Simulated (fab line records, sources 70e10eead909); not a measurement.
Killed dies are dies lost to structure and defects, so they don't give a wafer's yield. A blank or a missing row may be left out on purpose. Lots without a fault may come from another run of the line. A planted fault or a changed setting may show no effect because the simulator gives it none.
A struck lot beside a sound one | flow nand_harc | 13 steps out of a route of 1302
Sound: wafers L469.1, L469.2, L469.3. Struck: wafers L456.2, L456.4. (L456.1 of the same lot was not struck and is left out.) The cause comes at the end.
At each step with rows: each side's tool, then ch and its chambers, then its first start. Under that, the readings that differ: sound wafers | struck wafers | difference of the means | sigmas: that difference in standard deviations of wafers without a fault.
alike: readings whose means differ by less than 2 such deviations, and words and numbers that are the same on both sides. not compared: withheld readings, readings that some wafer has no value for, bounds like >300 that may hide the same value, and numbers for which the record gives no deviation and whose values overlap.
The two part at a step that has a row with sigmas, a row that says differs or no value, or rows on one side only. Numbers that don't overlap but have no deviation are shown without sigmas and don't part them. A reading that every wafer of one side lacks parts them only if that side has two wafers or more.

NHARC_A_CHANNEL_FILL_D2_STRIP_28: strips in O2, time 20 s.
  sound on rie_diel-12 ch 0,1,2, day 21 22:44; struck on rie_diel-06 ch 0,1, day 17 03:34
  reading                | sound | struck | difference | sigmas
  rf_hours_counter_h (h) | 2 2 2 | 16 14  | +13        |
  alike: drypump_motor_current_A, oes_product_au, rf_vpp_V, showerhead_plenum_p_Torr, throttle_valve_pct
then, 4 steps without rows for these wafers: NHARC_A_CHANNEL_FILL_D2_PRECLEAN_21 (cleans in dHF, time 30 s); NHARC_A_CHANNEL_FILL_D2_SRD_23; NHARC_A_CHANNEL_FILL_D2_CVD_05 (deposits poly-Si, target thk 5 nm); NHARC_A_CHANNEL_FILL_D2_ANNEAL_22 (time 7200 s).
NHARC_A_CHANNEL_FILL_D2_ALD_25: deposits SiOx, target thk 60 nm, pulse time 10 s, ald cycles 600.
  sound on ald_hk-04 ch 1,2,3, day 22 10:50; struck on ald_hk-02 ch 0,1, day 17 15:41
  alike: heater_power_w, precursor_pulse_height_rel
NHARC_A_CHANNEL_FILL_D2_ETCHBACK_08: etches the open film in C4F8, target depth 220 nm, time 110 s.
  sound on rie_diel-01 ch 0,1,2; struck on rie_diel-01 ch 1,2
  reading                | sound       | struck  | difference | sigmas
  rf_hours_counter_h (h) | 4.1 4.5 4.2 | 0.6 0.5 | -3.7       |
  alike: oes_product_au, rf_vpp_V
NHARC_A_CHANNEL_FILL_D2_STRIP_29: strips in O2, time 20 s.
  sound on rie_diel-01 ch 1,2,3; struck on rie_diel-01 ch 0,1
  reading                | sound       | struck  | difference | sigmas
  rf_hours_counter_h (h) | 4.2 4.1 4.5 | 0.6 0.6 | -3.7       |
  alike: drypump_motor_current_A, oes_product_au, rf_vpp_V, showerhead_plenum_p_Torr, throttle_valve_pct
then, 3 steps without rows for these wafers: NHARC_A_CHANNEL_FILL_D2_PRECLEAN_30 (cleans in dHF, time 30 s); NHARC_A_CHANNEL_FILL_D2_SRD_31; NHARC_A_CHANNEL_FILL_D2_CVD_09 (deposits poly-Si, target thk 150 nm, time 3000 s).
NHARC_A_CHANNEL_FILL_D2_CMP_10: polishes, target thk 150 nm.
  sound on cmp-04 ch 0,2,3, day 22 22:15; struck on cmp-03 ch 1,2, day 18 03:02
  reading                | sound          | struck    | difference | sigmas
  time_to_endpoint_s (s) | 15.9 11.4 13.1 | 28.9 31.5 | +16.7      | +7
  alike: motor_current_A
then, 1 step without rows for these wafers: NHARC_END_SORT_01.

WHERE THEY PART
Only at NHARC_A_CHANNEL_FILL_D2_CMP_10, within this record.

WHY: what the simulator had put in
Process parameter drift: cmp-03, from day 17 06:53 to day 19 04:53, at NHARC_A_CHANNEL_FILL_D2_CMP_10. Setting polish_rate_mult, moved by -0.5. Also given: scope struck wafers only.
